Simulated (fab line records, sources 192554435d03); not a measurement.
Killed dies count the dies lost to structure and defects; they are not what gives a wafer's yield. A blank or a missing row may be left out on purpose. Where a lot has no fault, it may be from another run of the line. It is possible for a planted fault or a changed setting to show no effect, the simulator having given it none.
fab line records    flow n5_finfet
[record] lots = 6  wafers = 18  last_day = 17
route steps=1938 shown BEOL_M1@833 BEOL_M2@841 BEOL_M4@1111 PASSIVATION@1936
lots that met no fault: taken from a fault-free run of the same line
start_h: hours from the record's first day to the start of the lot's first wafer shown    wait_h: how many hours have passed since the lot's step before this one    " the same as in the row above    L1.1+2: one row covering several wafers at once    - no value, or no start was given    * or withheld: withheld    < > ~ a bound
route shown NAME@n: NAME is a module with steps in the file, n the number in the route of the first one    usual: the fault-free wafers' mean and standard deviation    same: alike in all rows    chamber/n: place in a boat    sites: per-site readings    _std_site: how widely they spread, as a standard deviation    _edge_site: outer sites' mean less inner sites'    radius_mm: for every site, how far away it sits from the centre of the wafer    mask NAME#n: copy n    behind: tool/chamber where the wafer was last shaped    hold: why the lot went on hold/how many hours it stayed there/how the hold came to an end    device: the transistor (n, p or np) that didn't switch    end of line: at the end of the route, the tests of the same wafers    where a step has no rows: the recipe by itself    killed: not the wafer's yield, but the dies lost to structure and defects at the first sort    map: a wafer's dies, marking killed ones x, the rest . and places with no die _
set.NAME: the setting as run; set.NAME@STEP: as run at that earlier step    model.NAME: the simulator's own value behind a step, which no gauge read
lots seen at some steps along the route; tables by step, rows by wafer
services: the hour from which a tool's chamber was out of use, counted from the record's first day as start_h (under 0 if before that day), plus the number of hours and why
[[steps]]
[step N5_BEOL_M1_CMP_52]
[recipe] stop_on = SiOC  t_overpolish_s = 6.8  down_force_psi = 1  platen_rpm = 50  clearing_platen_down_force_psi = 1.5  clearing_platen_rpm = 50  post_cmp_clean = cu_alkaline  target_thk_nm = 40  clearing_platen_pad_velocity_m_s = 0.99484  pad_velocity_m_s = 0.99484
[step N5_BEOL_M1_THK_MEAS_53]
[recipe] thk_meas_gauge = xrf  reads = Cu_of_BEOL_M1_ECD_50
[usual] M1_THK = 40.1/1.3
lot.wafer  tool           chamber  start_h  wait_h  M1_THK[nm]
L428.1     film_metro-02  -        137.64   -       39.4
L428.2     "              -        "        "       37.5
L428.6     "              -        "        "       40.1
L431.1     film_metro-01  -        153.93   -       38.2
L431.3     "              -        "        "       38.7
L431.4     "              -        "        "       40.0
L436.2     film_metro-02  -        178.79   -       38.2
L436.3     "              -        "        "       40.3
L436.4     "              -        "        "       41.2
L438.1     film_metro-02  -        197.98   -       40.5
L438.5     "              -        "        "       42.6
L438.6     "              -        "        "       40.2
L446.2     film_metro-01  -        247.15   -       40.4
L446.4     "              -        "        "       41.7
L446.5     "              -        "        "       40.7
L448.1     film_metro-01  -        262.66   0.2     43.3
L448.2     "              -        "        "       41.1
L448.3     "              -        "        "       40.1
[step N5_BEOL_M1_PRE_CLEAN_60]
[recipe] gas = NH3/H2  time_s = 15  temp_c = *  rf_power_w = 300
[usual] heater_power_w = 79/15
lot.wafer  tool       chamber  start_h  wait_h  heater_power_w
L428.1     cvd_co-01  0        137.68   0.0     81
L428.2     "          1        "        "       59
L428.6     "          2        "        "       67
L431.1     cvd_co-02  0        153.97   0.0     81
L431.3     "          1        "        "       105
L431.4     "          0        "        "       81
L436.2     cvd_co-02  2        178.82   0.0     91
L436.3     "          0        "        "       83
L436.4     "          0        "        "       82
L438.1     cvd_co-01  2        198.02   0.0     67
L438.5     "          1        "        "       60
L438.6     "          0        "        "       80
L446.2     cvd_co-01  2        247.18   0.0     68
L446.4     "          2        "        "       67
L446.5     "          0        "        "       78
L448.1     cvd_co-01  2        262.70   0.0     68
L448.2     "          1        "        "       62
L448.3     "          0        "        "       80
[step N5_BEOL_M1_CO_CAP_55]
[recipe] material = Co  target_thk_a = 20  temp_c = 200  precursor = CCTBA/H2  pressure_torr = 30  time_s = 102.1
[step N5_BEOL_M1_PRE_CLEAN_56]
[recipe] gas = NH3  time_s = 15  temp_c = withheld  rf_power_w = 300
[step N5_BEOL_M1_DEP_57]
[recipe] material = SiCN  target_thk_a = 80  temp_c = withheld  precursor = 3MS/NH3  pressure_torr = 3  rf_w = 202  time_s = 14
[usual] showerhead_plenum_p_Torr = 3.666/0.011  throttle_valve_pct = 9.0/0.38
lot.wafer  tool      chamber  start_h  wait_h  showerhead_plenum_p_Torr  throttle_valve_pct
L428.1     pecvd-01  0        137.84   0.0     3.663                     8.9
L428.2     "         1        "        "       3.683                     9.5
L428.6     "         0        "        "       3.670                     9.0
L431.1     pecvd-03  1        154.13   0.0     3.680                     9.1
L431.3     "         2        "        "       3.680                     8.6
L431.4     "         1        "        "       3.685                     9.1
L436.2     pecvd-03  2        178.98   0.0     3.672                     8.7
L436.3     "         1        "        "       3.685                     9.0
L436.4     "         2        "        "       3.682                     8.5
L438.1     pecvd-04  1        198.20   0.0     3.644                     9.3
L438.5     "         2        "        "       3.661                     8.8
L438.6     "         1        "        "       3.645                     9.3
L446.2     pecvd-01  0        247.34   0.0     3.665                     9.0
L446.4     "         0        "        "       3.656                     8.9
L446.5     "         1        "        "       3.678                     9.3
L448.1     pecvd-04  0        262.87   0.0     3.653                     8.3
L448.2     "         2        "        "       3.668                     8.7
L448.3     "         2        "        "       3.655                     8.7
[step N5_BEOL_M1_RS_MEAS_58]
[recipe] thk_meas_gauge = four-point-probe  reads = Co_of_BEOL_M1_CO_CAP_55+Cu_of_BEOL_M1_ECD_50+Co_of_BEOL_M1_CVD_47+TaN_of_BEOL_M1_ALD_84
[usual] M1_RS = 0.671/0.029
lot.wafer  tool           chamber  start_h  wait_h  M1_RS[ohm/sq]
L428.1     film_metro-01  -        137.90   0.0     0.690
L428.2     "              -        "        "       0.740
L428.6     "              -        "        "       0.672
L431.1     film_metro-01  -        154.19   0.0     0.709
L431.3     "              -        "        "       0.697
L431.4     "              -        "        "       0.669
L436.2     film_metro-02  -        179.05   0.1     0.713
L436.3     "              -        "        "       0.665
L436.4     "              -        "        "       0.646
L438.1     film_metro-02  -        198.29   0.1     0.664
L438.5     "              -        "        "       0.623
L438.6     "              -        "        "       0.674
L446.2     film_metro-02  -        247.41   0.1     0.664
L446.4     "              -        "        "       0.639
L446.5     "              -        "        "       0.662
L448.1     film_metro-02  -        262.95   0.1     0.612
L448.2     "              -        "        "       0.649
L448.3     "              -        "        "       0.669
[step N5_BEOL_M1_INSPECT_59]
[recipe] inspect_instrument = darkfield  mode = post_dep
[usual] raw_defect_count = 79/27
lot.wafer  tool               chamber  start_h  wait_h  raw_defect_count
L428.1     defect_inspect-02  -        137.93   0.0     60
L428.2     "                  -        "        "       40
L428.6     "                  -        "        "       45
L431.1     defect_inspect-01  -        154.22   0.0     88
L431.3     "                  -        "        "       83
L431.4     "                  -        "        "       109
L436.2     defect_inspect-02  -        179.07   0.0     64
L436.3     "                  -        "        "       85
L436.4     "                  -        "        "       76
L438.1     defect_inspect-01  -        198.31   0.0     52
L438.5     "                  -        "        "       63
L438.6     "                  -        "        "       56
L446.2     defect_inspect-01  -        247.43   0.0     92
L446.4     "                  -        "        "       82
L446.5     "                  -        "        "       55
L448.1     defect_inspect-01  -        262.98   0.0     51
L448.2     "                  -        "        "       78
L448.3     "                  -        "        "       75
[step N5_BEOL_M2_ILD_DEP_00]
[recipe] material = SiOC  target_thk_a = 790  temp_c = 350  precursor = DEMS/O2  pressure_torr = 5  rf_w = 500  time_s = 15.3
[usual] heater_power_w = 476/77  showerhead_plenum_p_Torr = 5.696/0.015  throttle_valve_pct = 11.6/0.62
lot.wafer  tool      chamber  start_h  wait_h  heater_power_w  showerhead_plenum_p_Torr  throttle_valve_pct
L428.1     pecvd-04  1        137.97   0.0     609             5.675                     12.7
L428.2     "         2        "        "       500             5.681                     11.2
L428.6     "         1        "        "       594             5.667                     12.6
L431.1     pecvd-02  1        154.26   0.0     466             5.701                     11.7
L431.3     "         2        "        "       604             5.684                     10.6
L431.4     "         2        "        "       621             5.673                     10.5
L436.2     pecvd-04  1        179.11   0.0     596             5.673                     12.6
L436.3     "         1        "        "       614             5.670                     12.4
L436.4     "         2        "        "       493             5.685                     11.2
L438.1     pecvd-02  1        198.35   0.0     462             5.719                     11.9
L438.5     "         2        "        "       565             5.663                     10.4
L438.6     "         1        "        "       460             5.712                     11.9
L446.2     pecvd-02  2        247.47   0.0     532             5.676                     10.6
L446.4     "         2        "        "       547             5.689                     10.7
L446.5     "         0        "        "       467             5.706                     12.0
L448.1     pecvd-02  1        263.01   0.0     447             5.689                     11.8
L448.2     "         2        "        "       579             5.678                     10.5
L448.3     "         0        "        "       443             5.686                     12.2
[step N5_BEOL_M2_THK_MEAS_01]
[recipe] reads = SiOC_of_BEOL_M2_ILD_DEP_00
[usual] M2_ILD_THK = 78.9/0.91
lot.wafer  tool           chamber  start_h  wait_h  M2_ILD_THK[nm]
L428.1     film_metro-02  -        138.05   0.1     78.5
L428.2     "              -        "        "       78.3
L428.6     "              -        "        "       79.6
L431.1     film_metro-01  -        154.32   0.0     79.3
L431.3     "              -        "        "       78.2
L431.4     "              -        "        "       80.4
L436.2     film_metro-02  -        179.20   0.1     78.4
L436.3     "              -        "        "       79.6
L436.4     "              -        "        "       79.4
L438.1     film_metro-02  -        198.42   0.0     77.8
L438.5     "              -        "        "       78.9
L438.6     "              -        "        "       79.6
L446.2     film_metro-01  -        247.54   0.1     77.7
L446.4     "              -        "        "       79.3
L446.5     "              -        "        "       79.2
L448.1     film_metro-01  -        263.09   0.1     77.9
L448.2     "              -        "        "       78.3
L448.3     "              -        "        "       77.5
[step N5_BEOL_M2_PECVD_72]
[recipe] material = SiO2  target_thk_a = 160  temp_c = 400  precursor = TEOS/O2  pressure_torr = 5.5  rf_w = 450  teos_flow_sccm = 53.8  gas = O2  flow_sccm = 3000  time_s = 18
[usual] heater_power_w = 706/100  showerhead_plenum_p_Torr = 8.77/0.061  throttle_valve_pct = 22.0/1.1
lot.wafer  tool      chamber  start_h  wait_h  heater_power_w  showerhead_plenum_p_Torr  throttle_valve_pct
L428.1     pecvd-02  2        138.09   0.0     901             8.70                      19.9
L428.2     "         0        "        "       634             8.78                      22.4
L428.6     "         0        "        "       637             8.78                      22.1
L431.1     pecvd-04  2        154.36   0.0     724             8.79                      21.2
L431.3     "         1        "        "       838             8.70                      23.3
L431.4     "         2        "        "       714             8.76                      21.2
L436.2     pecvd-04  2        179.23   0.0     719             8.76                      21.2
L436.3     "         1        "        "       766             8.70                      23.4
L436.4     "         2        "        "       749             8.76                      21.0
L438.1     pecvd-02  2        198.45   0.0     846             8.72                      19.9
L438.5     "         2        "        "       850             8.70                      20.1
L438.6     "         0        "        "       658             8.79                      22.5
L446.2     pecvd-02  0        247.57   0.0     591             8.79                      22.5
L446.4     "         1        "        "       700             8.88                      22.4
L446.5     "         2        "        "       908             8.73                      20.1
L448.1     pecvd-03  0        263.13   0.0     634             8.82                      23.1
L448.2     "         1        "        "       596             8.85                      21.9
L448.3     "         2        "        "       686             8.84                      20.4
[step N5_BEOL_M2_HM_DEP_02]
[recipe] material = TiN  target_thk_a = 200  temp_c = 25  chamber_pressure_pa = 0.49996
[usual] throttle_valve_pct = 29.9/0.61
lot.wafer  tool            chamber  start_h  wait_h  throttle_valve_pct
L428.1     pvd_sputter-02  -        138.46   0.4     30.2
L428.2     "               -        "        "       29.2
L428.6     "               -        "        "       29.4
L431.1     pvd_sputter-03  -        154.92   0.5     29.0
L431.3     "               -        "        "       29.5
L431.4     "               -        "        "       30.2
L436.2     pvd_sputter-01  -        181.54   2.3     30.6
L436.3     "               -        "        "       30.6
L436.4     "               -        "        "       29.8
L438.1     pvd_sputter-02  -        198.79   0.3     30.6
L438.5     "               -        "        "       29.3
L438.6     "               -        "        "       29.1
L446.2     pvd_sputter-01  -        250.36   2.8     30.5
L446.4     "               -        "        "       30.1
L446.5     "               -        "        "       30.5
L448.1     pvd_sputter-02  -        265.18   2.0     29.4
L448.2     "               -        "        "       30.1
L448.3     "               -        "        "       29.2
[step N5_BEOL_M2_COAT_61]
[recipe] resist = SOC  temp_c = 250  time_s = 60  spin_rpm = 1500  resist_thk_nm = 60
[usual] heater_power_total_W = 500.9/1.8  plate_temp_C = 249.99/0.19
lot.wafer  tool            chamber  start_h  wait_h  heater_power_total_W  plate_temp_C
L428.1     litho_track-03  0        138.58   0.1     498.1                 250.16
L428.2     "               0        "        "       500.8                 250.07
L428.6     "               0        "        "       501.3                 249.94
L431.1     litho_track-01  0        155.04   0.1     500.7                 249.86
L431.3     "               0        "        "       498.0                 249.95
L431.4     "               0        "        "       499.9                 249.88
L436.2     litho_track-03  0        181.68   0.1     523.7                 258.21
L436.3     "               0        "        "       524.1                 258.31
L436.4     "               0        "        "       521.0                 258.20
L438.1     litho_track-03  0        198.91   0.1     522.9                 258.21
L438.5     "               0        "        "       518.7                 258.11
L438.6     "               0        "        "       522.3                 258.28
L446.2     litho_track-05  0        250.48   0.1     502.2                 250.07
L446.4     "               0        "        "       499.3                 249.93
L446.5     "               0        "        "       501.2                 249.92
L448.1     litho_track-01  0        265.31   0.1     498.2                 250.01
L448.2     "               0        "        "       498.3                 249.85
L448.3     "               0        "        "       502.9                 250.06
[step N5_BEOL_M2_COAT_62]
[recipe] resist = SiARC  temp_c = 220  time_s = 60  spin_rpm = 1500  resist_thk_nm = 12
[step N5_BEOL_M4_RC_MEAS_101]
[usual] DIBL_N = 36.1/1.3  DIBL_P = 36.3/1.4  IOFF_N = 0.162/0.024  IOFF_P = 0.22/0.033  ION_N = 674/9.9  ION_P = 464/7.6  SS_N = 71.6/0.53  SS_P = 73.4/0.55  VT_N = 249.4/2.9  VT_P = -249/3.3
lot.wafer  tool       chamber  start_h  wait_h  DIBL_N[mV/V]  DIBL_P[mV/V]  IOFF_N[nA/um]  IOFF_P[nA/um]  ION_N[uA/um]  ION_P[uA/um]  SS_N[mV/dec]  SS_P[mV/dec]  VT_N[mV]  VT_P[mV]
L428.1     prober-02  0        171.90   0.0     35.9          36.6          0.171          0.23           691           475           71.9          73.4          247.3     -247
L428.2     "          0        "        "       33.6          33.9          0.120          0.18           664           461           71.7          72.5          254.1     -250
L428.6     "          0        "        "       35.0          35.4          0.156          0.22           684           467           71.4          74.0          249.2     -247
L431.1     prober-01  0        186.88   0.0     36.8          37.1          0.203          0.28           701           483           71.8          74.1          243.3     -244
L431.3     "          0        "        "       36.5          36.3          0.188          0.26           679           471           72.1          74.2          246.4     -243
L431.4     "          0        "        "       35.4          35.4          0.171          0.24           683           473           71.4          73.4          246.6     -248
L436.2     prober-02  0        209.99   0.2     36.7          35.0          0.158          0.23           681           470           71.5          73.5          248.1     -248
L436.3     "          0        "        "       37.6          36.7          0.177          0.25           672           465           71.6          73.7          249.4     -249
L436.4     "          0        "        "       39.3          38.3          0.219          0.30           685           473           72.2          74.7          245.5     -243
L438.1     prober-02  0        225.16   0.0     38.0          38.8          0.212          0.28           686           470           72.5          73.8          246.4     -245
L438.5     "          0        "        "       37.4          37.9          0.196          0.27           687           466           72.3          74.5          248.2     -245
L438.6     "          0        "        "       37.0          37.2          0.188          0.24           684           471           71.9          73.6          248.3     -248
L446.2     prober-01  0        278.33   0.2     36.6          37.5          0.183          0.21           677           454           72.0          73.8          247.0     -250
L446.4     "          0        "        "       35.4          35.7          0.156          0.19           670           456           71.4          73.2          250.5     -251
L446.5     "          0        "        "       35.5          35.4          0.155          0.18           664           449           71.4          72.7          250.4     -253
L448.1     prober-02  0        301.30   0.0     35.8          35.4          0.144          0.22           678           471           71.9          73.1          250.6     -244
L448.2     "          0        "        "       36.7          36.2          0.161          0.24           676           466           71.8          72.6          245.9     -245
L448.3     "          0        "        "       35.1          34.4          0.132          0.20           668           464           71.1          71.9          250.1     -248
[step N5_PASSIVATION_PROBE_49]
[usual] defect_limited_yield = 91.1/1.5  killed_at_M0_to_M3 = 36/11  killed_at_M4_up = 13/5  killed_at_contacts = 13/5  killed_at_front_end = 40/12  killed_at_other = 3.3/2.3  killed_dies = 106/17  killed_open = 70/13  killed_short = 34/7.6  sort_bin_5_function = 5.3/0.96  sort_bin_6_memory = 3.3/0.66  sort_n_pass = 1074/17  sort_yield_pct = 91.1/1.5
[same] gross_dies = 1180  killed_at_back_side = 0  sort_bin_4_leakage[%] = 0  sort_bin_8_speed[%] = 0
lot.wafer  tool       chamber  start_h  wait_h  defect_limited_yield[%]  killed_at_M0_to_M3  killed_at_M4_up  killed_at_contacts  killed_at_front_end  killed_at_other  killed_dies  killed_open  killed_short  sort_bin_5_function[%]  sort_bin_6_memory[%]  sort_n_pass  sort_yield_pct[%]
L428.1     prober-01  -        268.97   0.0     92.4                     39                  16               12                  19                   4                90           61           29            4.8                     2.5                   1090         92.4
L428.2     prober-01  -        269.02   0.1     93.2                     34                  16               7                   22                   1                80           57           22            3.8                     2.7                   1100         93.2
L428.6     prober-01  -        269.22   0.3     92.2                     42                  7                13                  28                   2                92           53           38            4.8                     2.7                   1088         92.2
L431.1     prober-01  -        286.60   0.0     88.7                     48                  15               19                  47                   4                133          87           46            6.0                     4.7                   1047         88.7
L431.3     prober-01  -        286.70   0.1     90.6                     38                  23               9                   35                   6                111          64           46            5.6                     3.4                   1069         90.6
L431.4     prober-01  -        286.75   0.2     89.8                     37                  16               13                  51                   3                120          75           45            5.3                     4.4                   1060         89.8
L436.2     prober-01  -        306.67   0.1     88.9                     66                  6                14                  39                   6                131          84           46            6.4                     4.4                   1049         88.9
L436.3     prober-01  -        306.72   0.1     89.9                     45                  16               12                  46                   0                119          81           36            6.0                     3.7                   1061         89.9
L436.4     prober-01  -        306.77   0.2     91.9                     45                  12               8                   28                   2                95           59           34            4.8                     3.1                   1085         91.9
L438.1     prober-01  -        320.57   0.0     90.4                     47                  15               10                  39                   2                113          78           34            5.9                     3.4                   1067         90.4
L438.5     prober-01  -        320.77   0.2     90.8                     37                  11               13                  43                   5                109          71           36            5.3                     3.6                   1071         90.8
L438.6     prober-01  -        320.82   0.3     89.2                     44                  22               14                  40                   7                127          82           45            6.7                     3.8                   1053         89.2
L446.2     prober-01  -        391.85   0.1     92.0                     24                  20               24                  25                   1                94           70           24            4.8                     3.1                   1086         92.0
L446.4     prober-01  -        391.95   0.2     92.1                     30                  18               10                  32                   3                93           79           14            4.7                     3.1                   1087         92.1
L446.5     prober-01  -        392.00   0.2     92.6                     21                  13               12                  41                   0                87           63           23            4.2                     2.9                   1093         92.6
L448.1     prober-01  -        416.21   0.0     90.6                     28                  19               12                  45                   7                111          77           34            5.7                     3.6                   1069         90.6
L448.2     prober-01  -        416.26   0.1     90.1                     30                  6                11                  66                   4                117          81           31            6.5                     2.9                   1063         90.1
L448.3     prober-01  -        416.31   0.1     93.0                     23                  12               7                   41                   0                83           51           29            3.9                     2.5                   1097         93.0
// killed by level:class
L428.1 BEOL_M0_SAQP:geometric_particle:open=12 MOL_CONTACT_COAG:geometric_particle:open=10 BEOL_M0_SAQP:geometric_particle:short=9 BEOL_M4:geometric_particle:open=8 BEOL_M3:geometric_particle:open=5 DUMMY_GATE:geometric_particle:open=4 BEOL_M2:geometric_particle:open=4 BEOL_M3:geometric_particle:short=4
L428.2 BEOL_M2:geometric_particle:open=9 STI_FIN_REVEAL:geometric_particle:open=9 BEOL_M0_SAQP:geometric_particle:short=9 BEOL_M0_SAQP:geometric_particle:open=8 MOL_CONTACT_COAG:geometric_particle:open=5 BEOL_M4:geometric_particle:open=5 BEOL_M5:geometric_particle:open=4 FIN_SAQP:geometric_particle:open=3
L428.6 BEOL_M0_SAQP:geometric_particle:short=13 MOL_CONTACT_COAG:geometric_particle:open=11 BEOL_M0_SAQP:geometric_particle:open=9 FIN_SAQP:geometric_particle:short=8 BEOL_M2:geometric_particle:open=7 FIN_SAQP:geometric_particle:open=5 BEOL_M1:geometric_particle:open=5 BEOL_M3:geometric_particle:open=4
L431.1 MOL_CONTACT_COAG:geometric_particle:open=12 BEOL_M0_SAQP:geometric_particle:short=12 FIN_SAQP:geometric_particle:open=11 BEOL_M0_SAQP:geometric_particle:open=11 BEOL_M2:geometric_particle:open=10 FIN_SAQP:geometric_particle:short=9 STI_FIN_REVEAL:geometric_particle:open=9 MOL_CONTACT_COAG:geometric_particle:short=7
L431.3 BEOL_M4:geometric_particle:short=9 MOL_CONTACT_COAG:geometric_particle:open=8 BEOL_M0_SAQP:geometric_particle:short=8 FIN_SAQP:geometric_particle:open=7 STI_FIN_REVEAL:geometric_particle:open=7 GATE_CUT:geometric_particle:short=6 BEOL_M2:geometric_particle:open=5 BEOL_M0_SAQP:geometric_particle:open=5
L431.4 FIN_SAQP:geometric_particle:short=15 BEOL_M3:geometric_particle:open=12 MOL_CONTACT_COAG:geometric_particle:open=11 BEOL_M2:geometric_particle:open=8 DUMMY_GATE:geometric_particle:open=6 GATE_CUT:geometric_particle:open=6 BEOL_M0_SAQP:geometric_particle:short=6 STARTING-WAFER:geometric_particle:open=6
L436.2 BEOL_M0_SAQP:geometric_particle:open=18 BEOL_M1:geometric_particle:open=14 MOL_CONTACT_COAG:geometric_particle:open=12 BEOL_M0_SAQP:geometric_particle:short=12 BEOL_M3:geometric_particle:open=9 GATE_CUT:geometric_particle:short=8 BEOL_M0:geometric_particle:open=8 FIN_SAQP:geometric_particle:short=6
L436.3 BEOL_M0_SAQP:geometric_particle:open=12 FIN_SAQP:geometric_particle:open=10 MOL_CONTACT_COAG:geometric_particle:open=10 STI_FIN_REVEAL:geometric_particle:open=9 BEOL_M1:geometric_particle:open=9 BEOL_M4:geometric_particle:open=7 BEOL_M3:geometric_particle:open=7 STARTING-WAFER:geometric_particle:short=7
L436.4 BEOL_M0_SAQP:geometric_particle:short=13 BEOL_M1:geometric_particle:open=10 BEOL_M0_SAQP:geometric_particle:open=9 STI_FIN_REVEAL:geometric_particle:open=6 BEOL_M4:geometric_particle:open=6 BEOL_M3:geometric_particle:open=6 FIN_SAQP:geometric_particle:short=4 MOL_CONTACT_COAG:geometric_particle:short=4
L438.1 BEOL_M2:geometric_particle:open=19 BEOL_M0_SAQP:geometric_particle:open=12 STI_FIN_REVEAL:geometric_particle:open=10 BEOL_M0_SAQP:geometric_particle:short=9 MOL_CONTACT_COAG:geometric_particle:open=7 FIN_SAQP:geometric_particle:open=6 BEOL_M4:geometric_particle:open=6 FIN_SAQP:geometric_particle:short=5
L438.5 BEOL_M2:geometric_particle:open=13 MOL_CONTACT_COAG:geometric_particle:open=10 STI_FIN_REVEAL:geometric_particle:open=9 FIN_SAQP:geometric_particle:short=9 BEOL_M0_SAQP:geometric_particle:open=9 BEOL_M0_SAQP:geometric_particle:short=7 STARTING-WAFER:geometric_particle:open=6 DUMMY_GATE:geometric_particle:open=4
L438.6 BEOL_M3:geometric_particle:open=14 BEOL_M0_SAQP:geometric_particle:open=10 FIN_SAQP:geometric_particle:short=9 MOL_CONTACT_COAG:geometric_particle:open=9 GATE_CUT:geometric_particle:short=8 BEOL_M2:geometric_particle:open=7 STI_FIN_REVEAL:geometric_particle:open=6 BEOL_M4:geometric_particle:open=6
L446.2 MOL_CONTACT_COAG:geometric_particle:open=20 BEOL_M4:geometric_particle:open=11 FIN_SAQP:geometric_particle:open=8 BEOL_M3:geometric_particle:open=7 BEOL_M1:geometric_particle:open=6 STI_FIN_REVEAL:geometric_particle:open=5 BEOL_M0_SAQP:geometric_particle:short=4 MOL_CONTACT_COAG:geometric_particle:short=4
L446.4 STI_FIN_REVEAL:geometric_particle:open=14 MOL_CONTACT_COAG:geometric_particle:open=9 BEOL_M4:geometric_particle:open=9 FIN_SAQP:geometric_particle:open=8 BEOL_M2:geometric_particle:open=7 BEOL_M1:geometric_particle:open=6 BEOL_M3:geometric_particle:open=5 BEOL_M3:geometric_particle:short=4
L446.5 STI_FIN_REVEAL:geometric_particle:open=14 FIN_SAQP:geometric_particle:open=10 MOL_CONTACT_COAG:geometric_particle:open=9 BEOL_M0_SAQP:geometric_particle:open=6 BEOL_M0_SAQP:geometric_particle:short=5 BEOL_M3:geometric_particle:open=5 FIN_SAQP:geometric_particle:short=4 BEOL_M4:geometric_particle:open=4
L448.1 FIN_SAQP:geometric_particle:open=14 FIN_SAQP:geometric_particle:short=11 MOL_CONTACT_COAG:geometric_particle:open=10 BEOL_M2:geometric_particle:open=9 BEOL_M4:geometric_particle:open=8 STI_FIN_REVEAL:geometric_particle:open=6 DUMMY_GATE:geometric_particle:open=6 BEOL_M3:geometric_particle:open=6
L448.2 STI_FIN_REVEAL:geometric_particle:open=18 FIN_SAQP:geometric_particle:open=13 BEOL_M2:geometric_particle:open=11 MOL_CONTACT_COAG:geometric_particle:open=10 DUMMY_GATE:geometric_particle:open=7 BEOL_M4:geometric_particle:open=5 HKMG_FIN:area_etch=5 FIN_SAQP:geometric_particle:short=4
L448.3 FIN_SAQP:geometric_particle:open=8 FIN_SAQP:geometric_particle:short=8 STI_FIN_REVEAL:geometric_particle:open=7 BEOL_M3:geometric_particle:open=6 BEOL_M2:geometric_particle:open=6 BEOL_M4:geometric_particle:open=6 DUMMY_GATE:geometric_particle:open=5 MOL_CONTACT_COAG:geometric_particle:open=4
[[services]]
tool            chamber  start_h  hours  kind
cvd_co-01       1        114.67   -      clean
cvd_co-01       1        114.67   22.0   scheduled_down
cvd_co-01       1        114.67   22.0   vent_cycle
pecvd-04        0        119.41   85.6   repair
pvd_sputter-01  -        120.55   3.7    repair
cvd_co-02       -        129.60   6.9    pm
pecvd-02        -        134.52   2.8    pm
pvd_sputter-01  -        158.45   0.9    repair
pecvd-03        2        182.15   5.5    scheduled_down
pecvd-02        0        186.24   2.1    scheduled_down
cvd_co-02       -        197.44   6.0    pm
pecvd-03        1        197.80   16.5   scheduled_down
litho_track-03  -        207.21   -      consumable_replace:filter
pecvd-04        1        213.24   2.1    scheduled_down
pecvd-03        2        214.30   -      clean
pecvd-03        2        214.30   -      consumable_replace:showerhead
pecvd-01        -        217.79   1.4    repair
pecvd-01        -        233.05   1.7    repair
pecvd-02        -        233.13   6.0    pm
pecvd-03        1        239.79   1.8    repair
cvd_co-01       -        250.06   3.7    repair
pecvd-04        1        257.53   5.5    scheduled_down
cvd_co-01       0        263.60   8.7    repair
pecvd-02        1        264.72   3.6    repair
[[key]]
[first_sign] step = N5_BEOL_M2_COAT_61  reading = plate_temp_C  direction = up  sigmas = 43  usual = *  struck = *
[effect] step = N5_BEOL_M2_COAT_61  reading = heater_power_total_W  direction = up  sigmas = 12  usual = *  struck = *
met_at N5_BEOL_M2_COAT_61
struck_wafers L436.2,L436.3,L436.4,L438.1,L438.5,L438.6
onset_between 138.58 181.68
[fault] kind = process_parameter_drift  tool = litho_track-03  chamber = -  onset_h = 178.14  steps = N5_BEOL_M2_COAT_61  channel = temp_c  offset = *  shape = step  end_h = 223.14  acts_in = *  stated = *
